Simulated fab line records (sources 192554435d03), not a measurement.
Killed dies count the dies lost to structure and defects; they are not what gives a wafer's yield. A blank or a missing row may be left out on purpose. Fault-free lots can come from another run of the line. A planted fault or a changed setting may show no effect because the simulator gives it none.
What tool caused it? / flow n5 finfet / 8 lots with 23 wafers sampled at 8 steps, on a route of 1938 steps

## WHAT EACH GAUGE READ, for each wafer
N5_FIN_SAQP_INSPECT_40: inspects for defects (brightfield). Usual: raw defect count at 225, with a standard deviation of 68.
lot=L452; measured=day 3 20:43; on=defect inspect-01; raw defect count=87 102 107; flag=
lot=L456; measured=day 4 20:44; on=defect inspect-01; raw defect count=198 188 240; flag=
lot=L457; measured=day 5 01:44; on=defect inspect-01; raw defect count=237 120; flag=
lot=L458; measured=day 5 10:08; on=defect inspect-01; raw defect count=175 762 928; flag=OFF
lot=L459; measured=day 5 15:34; on=defect inspect-01; raw defect count=124 165 182; flag=
lot=L460; measured=day 5 20:46; on=defect inspect-01; raw defect count=724 811 213; flag=OFF
lot=L461; measured=day 6 03:42; on=defect inspect-01; raw defect count=205 159 153; flag=
lot=L467; measured=day 7 13:52; on=defect inspect-01; raw defect count=236 289 219; flag=

N5_FIN_CUT_INSPECT_10: inspects for defects (brightfield). Usual: raw defect count at 43, with a standard deviation of 11.
lot=L452; measured=day 3 21:16; on=defect inspect-02; raw defect count=22 22 27; flag=
lot=L456; measured=day 4 21:16; on=defect inspect-02; raw defect count=41 47 40; flag=
lot=L457; measured=day 5 02:15; on=defect inspect-01; raw defect count=31 38; flag=
lot=L458; measured=day 5 10:31; on=defect inspect-01; raw defect count=35 637 678; flag=OFF
lot=L459; measured=day 5 16:05; on=defect inspect-01; raw defect count=26 39 31; flag=
lot=L460; measured=day 5 21:17; on=defect inspect-02; raw defect count=633 689 39; flag=OFF
lot=L461; measured=day 6 04:05; on=defect inspect-02; raw defect count=41 32 31; flag=
lot=L467; measured=day 7 14:15; on=defect inspect-02; raw defect count=47 60 44; flag=

N5_FIN_CUT_INSPECT_17: inspects for defects (brightfield). Usual: raw defect count at 228, with a standard deviation of 62.
lot=L452; measured=day 3 22:13; on=defect inspect-02; raw defect count=102 108 120; flag=
lot=L456; measured=day 4 22:26; on=defect inspect-01; raw defect count=196 181 239; flag=
lot=L457; measured=day 5 03:12; on=defect inspect-01; raw defect count=239 127; flag=
lot=L458; measured=day 5 11:28; on=defect inspect-02; raw defect count=201 794 957; flag=OFF
lot=L459; measured=day 5 17:14; on=defect inspect-02; raw defect count=147 186 206; flag=
lot=L460; measured=day 5 22:16; on=defect inspect-02; raw defect count=739 807 273; flag=OFF
lot=L461; measured=day 6 05:02; on=defect inspect-01; raw defect count=218 147 158; flag=
lot=L467; measured=day 7 15:25; on=defect inspect-02; raw defect count=263 319 242; flag=

N5_BEOL_M4_RC_MEAS_101. Usual: DIBL_N 36.5 mV/V, standard deviation 1.4; DIBL_P 36.6 mV/V, standard deviation 1.9; IOFF_N 0.167 nA/um, standard deviation 0.029; IOFF_P 0.21 nA/um, standard deviation 0.033; ION_N 674 uA/um, standard deviation 12; ION_P 460 uA/um, standard deviation 8.9; SS_N 71.6 mV/dec, standard deviation 0.57; SS_P 73.4 mV/dec, standard deviation 0.61; VT_N 249 mV, standard deviation 3.3; VT_P -250 mV, standard deviation 3.3.
lot=L452; measured=day 9 18:33; on=prober-01; DIBL_N (mV/V)=36.1 34.1 37.8; DIBL_P (mV/V)=36.2 34.4 38.3; IOFF_N (nA/um)=0.176 0.137 0.221; IOFF_P (nA/um)=0.26 0.23 0.30; ION_N (uA/um)=697 680 711; ION_P (uA/um)=483 475 487; SS_N (mV/dec)=71.6 70.8 72.2; SS_P (mV/dec)=73.3 73.2 74.0; VT_N (mV)=245 249 242; VT_P (mV)=-244 -244 -242; flag=
lot=L456; measured=day 10 17:23; on=prober-01; DIBL_N (mV/V)=37.6 36.9 36.2; DIBL_P (mV/V)=37.8 38.0 36.3; IOFF_N (nA/um)=0.174 0.172 0.153; IOFF_P (nA/um)=0.24 0.26 0.22; ION_N (uA/um)=669 694 684; ION_P (uA/um)=461 477 468; SS_N (mV/dec)=71.9 71.3 71.9; SS_P (mV/dec)=73.7 73.5 73.2; VT_N (mV)=250 248 249; VT_P (mV)=-250 -247 -247; flag=
lot=L457; measured=day 11 02:14; on=prober-02; DIBL_N (mV/V)=38.6 37.4; DIBL_P (mV/V)=40.1 36.5; IOFF_N (nA/um)=0.216 0.170; IOFF_P (nA/um)=0.23 0.17; ION_N (uA/um)=691 667; ION_P (uA/um)=465 449; SS_N (mV/dec)=72.2 72.1; SS_P (mV/dec)=74.6 73.5; VT_N (mV)=244 249; VT_P (mV)=-252 -255; flag=
lot=L458; measured=day 11 21:37; on=prober-02; DIBL_N (mV/V)=36.3 36.7 35.4; DIBL_P (mV/V)=35.4 35.9 33.3; IOFF_N (nA/um)=0.172 0.179 0.136; IOFF_P (nA/um)=0.21 0.22 0.17; ION_N (uA/um)=667 674 656; ION_P (uA/um)=456 460 450; SS_N (mV/dec)=71.7 71.3 71.5; SS_P (mV/dec)=74.1 74.2 72.9; VT_N (mV)=248 249 255; VT_P (mV)=-250 -250 -254; flag=
lot=L459; measured=day 11 23:48; on=prober-02; DIBL_N (mV/V)=38.3 39.2 35.4; DIBL_P (mV/V)=39.6 40.3 35.6; IOFF_N (nA/um)=0.211 0.215 0.146; IOFF_P (nA/um)=0.29 0.29 0.21; ION_N (uA/um)=697 685 673; ION_P (uA/um)=479 469 468; SS_N (mV/dec)=71.4 72.0 71.3; SS_P (mV/dec)=73.7 74.0 72.5; VT_N (mV)=248 246 249; VT_P (mV)=-245 -244 -250; flag=
lot=L460; measured=day 12 01:44; on=prober-01; DIBL_N (mV/V)=37.8 36.9 35.8; DIBL_P (mV/V)=38.8 37.7 36.3; IOFF_N (nA/um)=0.196 0.180 0.148; IOFF_P (nA/um)=0.22 0.21 0.19; ION_N (uA/um)=677 685 670; ION_P (uA/um)=460 464 461; SS_N (mV/dec)=71.7 71.3 71.3; SS_P (mV/dec)=73.6 73.5 73.9; VT_N (mV)=245 247 249; VT_P (mV)=-248 -250 -252; flag=
lot=L461; measured=day 12 04:33; on=prober-01; DIBL_N (mV/V)=36.4 40.3 36.8; DIBL_P (mV/V)=35.7 39.6 35.8; IOFF_N (nA/um)=0.127 0.217 0.137; IOFF_P (nA/um)=0.16 0.22 0.16; ION_N (uA/um)=656 674 656; ION_P (uA/um)=444 453 449; SS_N (mV/dec)=71.0 72.3 71.5; SS_P (mV/dec)=72.9 74.0 73.3; VT_N (mV)=255 245 252; VT_P (mV)=-257 -252 -258; flag=
lot=L467; measured=day 13 16:08; on=prober-01; DIBL_N (mV/V)=36.3 38.2 37.6; DIBL_P (mV/V)=35.9 37.1 37.4; IOFF_N (nA/um)=0.147 0.161 0.169; IOFF_P (nA/um)=0.21 0.23 0.24; ION_N (uA/um)=659 665 668; ION_P (uA/um)=459 457 464; SS_N (mV/dec)=71.3 71.4 72.0; SS_P (mV/dec)=72.9 73.6 73.7; VT_N (mV)=253 250 246; VT_P (mV)=-249 -250 -249; flag=

## WHAT TOOL EACH LOT RAN ON (gives the tool, then ch and the chambers of the sampled wafers, and finally the start)
lot=L452; N5_FIN_SAQP_RECESS_75=vapor etch-01 ch 0,1, day 3 17:19; N5_FIN_SAQP_SPACER1_ETCHBACK_25=rie diel-02 ch 2,3, day 3 18:18; N5_FIN_SAQP_ETCH_57=rie diel-06 ch 2,3, day 3 18:32; N5_FIN_SAQP_STRIP_77=rie diel-02 ch 0,1, day 3 20:16
lot=L456; N5_FIN_SAQP_RECESS_75=vapor etch-02 ch 0,1, day 4 17:05; N5_FIN_SAQP_SPACER1_ETCHBACK_25=rie diel-05 ch 1,2,3, day 4 18:25; N5_FIN_SAQP_ETCH_57=rie diel-02 ch 1,2,3, day 4 18:40; N5_FIN_SAQP_STRIP_77=rie diel-05 ch 0,1,3, day 4 20:18
lot=L457; N5_FIN_SAQP_RECESS_75=vapor etch-02 ch 0,1, day 4 22:11; N5_FIN_SAQP_SPACER1_ETCHBACK_25=rie diel-02 ch 0,3, day 4 23:17; N5_FIN_SAQP_ETCH_57=rie diel-05 ch 2,3, day 4 23:32; N5_FIN_SAQP_STRIP_77=rie diel-05 ch 2,3, day 5 01:17
lot=L458; N5_FIN_SAQP_RECESS_75=vapor etch-02 ch 0,1, day 5 05:46; N5_FIN_SAQP_SPACER1_ETCHBACK_25=rie diel-05 ch 0,1,2, day 5 06:52; N5_FIN_SAQP_ETCH_57=rie diel-06 ch 0,3, day 5 07:07; N5_FIN_SAQP_STRIP_77=rie diel-02 ch 0,1, day 5 09:41
lot=L459; N5_FIN_SAQP_RECESS_75=vapor etch-01 ch 0,1, day 5 12:02; N5_FIN_SAQP_SPACER1_ETCHBACK_25=rie diel-06 ch 2,3, day 5 13:08; N5_FIN_SAQP_ETCH_57=rie diel-06 ch 1,2, day 5 13:23; N5_FIN_SAQP_STRIP_77=rie diel-05 ch 2,3, day 5 15:08
lot=L460; N5_FIN_SAQP_RECESS_75=vapor etch-02 ch 0,1, day 5 16:57; N5_FIN_SAQP_SPACER1_ETCHBACK_25=rie diel-02 ch 0,2, day 5 18:03; N5_FIN_SAQP_ETCH_57=rie diel-02 ch 0,1,3, day 5 18:19; N5_FIN_SAQP_STRIP_77=rie diel-02 ch 0,1,2, day 5 20:19
lot=L461; N5_FIN_SAQP_RECESS_75=vapor etch-01 ch 0,1, day 5 23:07; N5_FIN_SAQP_SPACER1_ETCHBACK_25=rie diel-02 ch 1,2, day 6 00:13; N5_FIN_SAQP_ETCH_57=rie diel-02 ch 0,1,2, day 6 00:28; N5_FIN_SAQP_STRIP_77=rie diel-02 ch 1,2,3, day 6 03:15
lot=L467; N5_FIN_SAQP_RECESS_75=vapor etch-01 ch 0,1, day 7 10:17; N5_FIN_SAQP_SPACER1_ETCHBACK_25=rie diel-05 ch 1,2, day 7 11:16; N5_FIN_SAQP_ETCH_57=rie diel-02 ch 0,2,3, day 7 11:35; N5_FIN_SAQP_STRIP_77=rie diel-02 ch 2,3, day 7 13:25
- N5_FIN_SAQP_RECESS_75: chemistry HF/NH3, target SiO2, target depth 14.4 nm, afs cycles 3, sublimation time 60 s.
- N5_FIN_SAQP_SPACER1_ETCHBACK_25: etches SiO2 in CHF3/O2, target depth 24.4 nm, time 12.2 s.
- N5_FIN_SAQP_ETCH_57: etches SiNx in CH3F/O2, target depth 32.5 nm, time 46.4 s.
- N5_FIN_SAQP_STRIP_77: strips in N2/H2, time 90 s.

## AS READ BY THE TOOLS THEMSELVES (means over the sampled wafers that have a number; for cases with no such wafer, the mark the record gives instead)
N5_FIN_SAQP_RECESS_75. Usual: drypump motor current A at 5.6 A, with a standard deviation of 0.35.
lot=L452; tool=vapor etch-01; drypump motor current A (A)=5.4; flag=
lot=L456; tool=vapor etch-02; drypump motor current A (A)=5.9; flag=
lot=L457; tool=vapor etch-02; drypump motor current A (A)=5.8; flag=
lot=L458; tool=vapor etch-02; drypump motor current A (A)=5.6; flag=
lot=L459; tool=vapor etch-01; drypump motor current A (A)=5.4; flag=
lot=L460; tool=vapor etch-02; drypump motor current A (A)=5.6; flag=
lot=L461; tool=vapor etch-01; drypump motor current A (A)=5.4; flag=
lot=L467; tool=vapor etch-01; drypump motor current A (A)=5.4; flag=

N5_FIN_SAQP_SPACER1_ETCHBACK_25. Usual: drypump motor current A 5.6 A, standard deviation 0.45; oes product au 0.80 a.u., standard deviation 0.087; rf vpp V 526 V, standard deviation 14; showerhead plenum p Torr 2.42 Torr, standard deviation 0.071; throttle valve pct 18.69 %, standard deviation 0.26.
lot=L452; tool=rie diel-02; drypump motor current A (A)=5.6; oes product au (a.u.)=0.89; rf vpp V (V)=528; showerhead plenum p Torr (Torr)=2.48; throttle valve pct (%)=18.48; flag=
lot=L456; tool=rie diel-05; drypump motor current A (A)=5.3; oes product au (a.u.)=0.74; rf vpp V (V)=521; showerhead plenum p Torr (Torr)=2.41; throttle valve pct (%)=18.75; flag=
lot=L457; tool=rie diel-02; drypump motor current A (A)=5.8; oes product au (a.u.)=0.86; rf vpp V (V)=522; showerhead plenum p Torr (Torr)=2.40; throttle valve pct (%)=18.57; flag=
lot=L458; tool=rie diel-05; drypump motor current A (A)=5.2; oes product au (a.u.)=0.78; rf vpp V (V)=517; showerhead plenum p Torr (Torr)=2.39; throttle valve pct (%)=18.69; flag=
lot=L459; tool=rie diel-06; drypump motor current A (A)=6.5; oes product au (a.u.)=0.72; rf vpp V (V)=511; showerhead plenum p Torr (Torr)=2.36; throttle valve pct (%)=19.35; flag=
lot=L460; tool=rie diel-02; drypump motor current A (A)=5.4; oes product au (a.u.)=0.90; rf vpp V (V)=541; showerhead plenum p Torr (Torr)=2.48; throttle valve pct (%)=18.35; flag=
lot=L461; tool=rie diel-02; drypump motor current A (A)=5.5; oes product au (a.u.)=0.85; rf vpp V (V)=548; showerhead plenum p Torr (Torr)=2.52; throttle valve pct (%)=18.49; flag=
lot=L467; tool=rie diel-05; drypump motor current A (A)=5.1; oes product au (a.u.)=0.91; rf vpp V (V)=515; showerhead plenum p Torr (Torr)=2.39; throttle valve pct (%)=18.42; flag=

N5_FIN_SAQP_ETCH_57. Usual: drypump motor current A 5.6 A, standard deviation 0.56; etch rf on time s 46.4 s, standard deviation 1; oes product au 0.68 a.u., standard deviation 0.081; rf vpp V 298 V, standard deviation 7.8; showerhead plenum p Torr 2.02 Torr, standard deviation 0.066; throttle valve pct 16.2 %, standard deviation 0.32.
lot=L452; tool=rie diel-06; drypump motor current A (A)=6.5; etch rf on time s (s)=47.2; oes product au (a.u.)=0.63; rf vpp V (V)=296; showerhead plenum p Torr (Torr)=2.02; throttle valve pct (%)=16.6; flag=
lot=L456; tool=rie diel-02; drypump motor current A (A)=5.7; etch rf on time s (s)=46.4; oes product au (a.u.)=0.72; rf vpp V (V)=305; showerhead plenum p Torr (Torr)=2.07; throttle valve pct (%)=16.0; flag=
lot=L457; tool=rie diel-05; drypump motor current A (A)=5.5; etch rf on time s (s)=47.4; oes product au (a.u.)=0.65; rf vpp V (V)=300; showerhead plenum p Torr (Torr)=2.02; throttle valve pct (%)=16.3; flag=
lot=L458; tool=rie diel-06; drypump motor current A (A)=5.6; etch rf on time s (s)=46.6; oes product au (a.u.)=0.73; rf vpp V (V)=303; showerhead plenum p Torr (Torr)=2.11; throttle valve pct (%)=16.1; flag=
lot=L459; tool=rie diel-06; drypump motor current A (A)=6.0; etch rf on time s (s)=46.3; oes product au (a.u.)=0.60; rf vpp V (V)=286; showerhead plenum p Torr (Torr)=1.93; throttle valve pct (%)=16.8; flag=
lot=L460; tool=rie diel-02; drypump motor current A (A)=5.8; etch rf on time s (s)=45.3; oes product au (a.u.)=0.69; rf vpp V (V)=300; showerhead plenum p Torr (Torr)=2.01; throttle valve pct (%)=16.1; flag=
lot=L461; tool=rie diel-02; drypump motor current A (A)=5.7; etch rf on time s (s)=47.0; oes product au (a.u.)=0.72; rf vpp V (V)=307; showerhead plenum p Torr (Torr)=2.04; throttle valve pct (%)=16.0; flag=
lot=L467; tool=rie diel-02; drypump motor current A (A)=5.6; etch rf on time s (s)=46.7; oes product au (a.u.)=0.72; rf vpp V (V)=301; showerhead plenum p Torr (Torr)=2.02; throttle valve pct (%)=15.9; flag=

N5_FIN_SAQP_STRIP_77. Usual: drypump motor current A 5.6 A, standard deviation 0.48; oes product au 0.79 a.u., standard deviation 0.091; rf vpp V 45.4 V, standard deviation 0.82; showerhead plenum p Torr 3.40 Torr, standard deviation 0.11; throttle valve pct 12.1 %, standard deviation 0.3.
lot=L452; tool=rie diel-02; drypump motor current A (A)=5.8; oes product au (a.u.)=0.85; rf vpp V (V)=45.0; showerhead plenum p Torr (Torr)=3.37; throttle valve pct (%)=11.8; flag=
lot=L456; tool=rie diel-05; drypump motor current A (A)=5.2; oes product au (a.u.)=0.75; rf vpp V (V)=45.2; showerhead plenum p Torr (Torr)=3.32; throttle valve pct (%)=12.1; flag=
lot=L457; tool=rie diel-05; drypump motor current A (A)=5.5; oes product au (a.u.)=0.77; rf vpp V (V)=45.0; showerhead plenum p Torr (Torr)=3.38; throttle valve pct (%)=12.2; flag=
lot=L458; tool=rie diel-02; drypump motor current A (A)=5.9; oes product au (a.u.)=0.78; rf vpp V (V)=46.0; showerhead plenum p Torr (Torr)=3.42; throttle valve pct (%)=12.2; flag=
lot=L459; tool=rie diel-05; drypump motor current A (A)=5.5; oes product au (a.u.)=0.79; rf vpp V (V)=45.8; showerhead plenum p Torr (Torr)=3.39; throttle valve pct (%)=12.1; flag=
lot=L460; tool=rie diel-02; drypump motor current A (A)=5.7; oes product au (a.u.)=0.84; rf vpp V (V)=44.5; showerhead plenum p Torr (Torr)=3.45; throttle valve pct (%)=11.9; flag=
lot=L461; tool=rie diel-02; drypump motor current A (A)=5.7; oes product au (a.u.)=0.82; rf vpp V (V)=44.9; showerhead plenum p Torr (Torr)=3.49; throttle valve pct (%)=12.0; flag=
lot=L467; tool=rie diel-02; drypump motor current A (A)=5.6; oes product au (a.u.)=0.83; rf vpp V (V)=45.3; showerhead plenum p Torr (Torr)=3.46; throttle valve pct (%)=11.9; flag=

## THE ANSWER, worked out from the rows above alone
Rule: take the mean of a lot's wafers that have a number; if it is more than 3 standard deviations from the usual mean, the lot is off. A lot without any number at a reading at which 4 lots or more have one is off too. The other lots that the step has rows for count as sound. Order of review: gauges by route order, followed by the tools' own readings, for which a lot's mean as printed above is used. The first step at which some lot is off is used, and at that step the reading that is off furthest; a lot without a number counts as furthest.
Off at N5_FIN_SAQP_INSPECT_40 (raw defect count): L458, L460.
A tool fits if, at a process step before that reading, it ran every lot that is off, and no sound lot after the first of them. The gauges at N5_FIN_SAQP_INSPECT_40 aren't tried: what is off there is off at N5_FIN_CUT_INSPECT_17 too, on other tools, and a gauge's error can't cause that. One fits: N5_FIN_SAQP_RECESS_75 on vapor etch-02. A fault onset in the window from L457 (day 4 22:11, its last sound lot) to L458 (day 5 05:46, its first lot off) fits.

## WHAT HAD BEEN PUT IN BY THE SIMULATOR
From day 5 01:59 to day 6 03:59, vapor etch-02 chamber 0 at N5_FIN_SAQP_RECESS_75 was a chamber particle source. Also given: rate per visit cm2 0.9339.
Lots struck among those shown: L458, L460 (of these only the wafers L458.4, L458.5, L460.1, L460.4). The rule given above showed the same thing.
